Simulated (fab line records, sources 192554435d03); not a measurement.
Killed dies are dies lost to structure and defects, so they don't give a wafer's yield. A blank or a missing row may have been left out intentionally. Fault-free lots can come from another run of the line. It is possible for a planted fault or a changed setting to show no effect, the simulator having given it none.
A struck lot beside a sound one    flow n5_finfet    24 out of 1938 route steps
Sound: these wafers, L368.3, L368.4, L368.6. Struck: wafers L365.1, L365.3, L365.6. The cause is named last.
At each step with rows: each side's tool, then ch and its chambers, then its first start. Under that, the readings that differ: sound wafers    struck wafers    difference of the means    sigmas: that difference in standard deviations of wafers without a fault.
alike: a reading whose means differ by less than 2 such deviations, as well as words and numbers matching on both sides. not compared: withheld readings; readings where some wafer has no value; bounds like >300 that might hide an equal value; numbers whose values overlap and for which the record gives no deviation.
A row with sigmas, a row that says differs or no value, or rows on one side alone: a step with any of these is where the two part. Non-overlapping numbers with no deviation appear without sigmas and do not part them. Lack of a reading on every wafer of one side parts them only where that side has two or more wafers.

first, 11 steps without rows for these wafers: N5_BEOL_M6_ETCH_62 (etches SOC in N2/H2, target depth 110 nm, overetch 22 nm, time 165 s); N5_BEOL_M6_STRIP_68 (strips in N2/H2); N5_BEOL_M6_STRIP_67 (strips in CF4); N5_BEOL_M6_HM_OPEN_17 (chemistry Cl2/BCl3, target TiN, target depth 20 nm, overetch 6 nm); N5_BEOL_M6_STRIP_19 (strips in O2); N5_BEOL_M6_COAT_63 (time 60 s, resist thk 60 nm); N5_BEOL_M6_COAT_64 (time 60 s, resist thk 12 nm); N5_BEOL_M6_COAT_71 (time 60 s, resist thk 5 nm); N5_BEOL_M6_COAT_22 (resist thk 30 nm); N5_BEOL_M6_EBR_24; N5_BEOL_M6_SOFTBAKE_23 (time 60 s).
N5_BEOL_M6_EXPOSE_25: exposes mask V5, target cd 40 nm.
  sound on euv_scanner-02 ch 0, day 13 13:46; struck on euv_scanner-01 ch 0, day 11 01:32
reading               sound              struck             difference  sigmas
exposure_dose_mJ_cm2  44.83 44.82 44.87  47.61 47.65 47.63  +2.79       +43
focus_offset_nm (nm)  0.7 0.5 0.1        -0.8 -0.7 -0.4     -1.1        -2
  alike: mask
then, 2 steps without rows for these wafers: N5_BEOL_M6_PEB_26 (peb time 60 s); N5_BEOL_M6_DEVELOP_27 (develop time 30 s).
N5_BEOL_M6_CD_MEAS_28: the cd target is 40 nm.
  sound on cd_sem-01 ch 0, day 13 13:53; struck on cd_sem-01 ch 0, day 11 01:40
reading     sound              struck             difference  sigmas
cd_nm (nm)  40.12 39.96 39.90  41.19 41.59 41.01  +1.27       +6
N5_BEOL_M6_DESCUM_33: chemistry O2, time 7 s.
  sound on rie_diel-05 ch 1,2,3, day 13 14:02; struck on rie_diel-06 ch 0,3, day 11 01:49
reading                   sound       struck          difference  sigmas
model.BEOL_M6.cd_nm (nm)  40 40 39.8  41.2 41.2 41.2  +1.3        
  alike: chamber_pressure_mTorr, drypump_motor_current_A, oes_product_au, rf_vpp_V, showerhead_plenum_p_Torr, throttle_valve_pct
  not compared: rf_hours_counter_h
then, 5 steps without rows for these wafers: N5_BEOL_M6_ETCH_72 (etches underlayer in N2/H2, target depth 6.5 nm, time 5.2 s); N5_BEOL_M6_ETCH_65 (etches SiARC in CF4, target depth 15.6 nm, time 26 s); N5_BEOL_M6_ETCH_66 (etches SOC in N2/H2, target depth 80 nm, overetch 16 nm, time 120 s); N5_BEOL_M6_STRIP_69 (strips in N2/H2); N5_BEOL_M6_STRIP_73 (strips in N2/H2).
N5_BEOL_M6_VIA_ETCH_34: etches SiCOH lowk in C4F6/O2, target depth 126.3 nm, time 50.9 s.
  sound on rie_diel-05 ch 1,2,3, day 13 14:13; struck on rie_diel-06 ch 0,3, day 11 01:59
reading                   sound         struck          difference  sigmas
model.BEOL_M6.cd_nm (nm)  39.4 40 39.8  41.6 41.4 41.4  +1.7        
  alike: chamber_pressure_mTorr, drypump_motor_current_A, oes_f_703_au, oes_product_au, rf_vpp_V, showerhead_plenum_p_Torr, throttle_valve_pct
  not compared: rf_hours_counter_h
then, 1 step without rows for these wafers: N5_BEOL_M6_STRIP_76 (strips in C4F6/O2).
-- the record jumps here: 4 days lie between the struck wafers' starts before and after (it left off in module BEOL_M6 and takes up again in module PASSIVATION, whose first step shown is number 1936 of the route) --
N5_PASSIVATION_PROBE_49:
  struck on prober-01, day 15 04:13; sound on prober-01, day 17 01:14
reading                   sound           struck          difference  sigmas
defect_limited_yield (%)  89.0 89.1 90.8  91.5 92.5 93.1  +2.7        +2
killed_at_front_end       62 60 48        37 21 34        -26         -3
killed_dies               130 129 109     100 88 82       -33         -2
killed_open               94 95 68        64 68 56        -23         -2
sort_n_pass               1050 1051 1071  1080 1092 1098  +33         +2
sort_yield_pct (%)        89.0 89.1 90.8  91.5 92.5 93.1  +2.7        +2
  alike: killed_at_M0_to_M3, killed_at_M4_up, killed_at_contacts, killed_at_other, killed_on_rim, killed_short, sort_bin_5_function, sort_bin_6_memory

WHERE THEY PART
At N5_BEOL_M6_EXPOSE_25 first; at N5_PASSIVATION_PROBE_49 last (within this record only).

WHY: the cause the simulator had injected
Drift in process parameters on euv_scanner-01 at N5_BEOL_M6_EXPOSE_25, starting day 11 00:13. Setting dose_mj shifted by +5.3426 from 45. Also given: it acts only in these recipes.
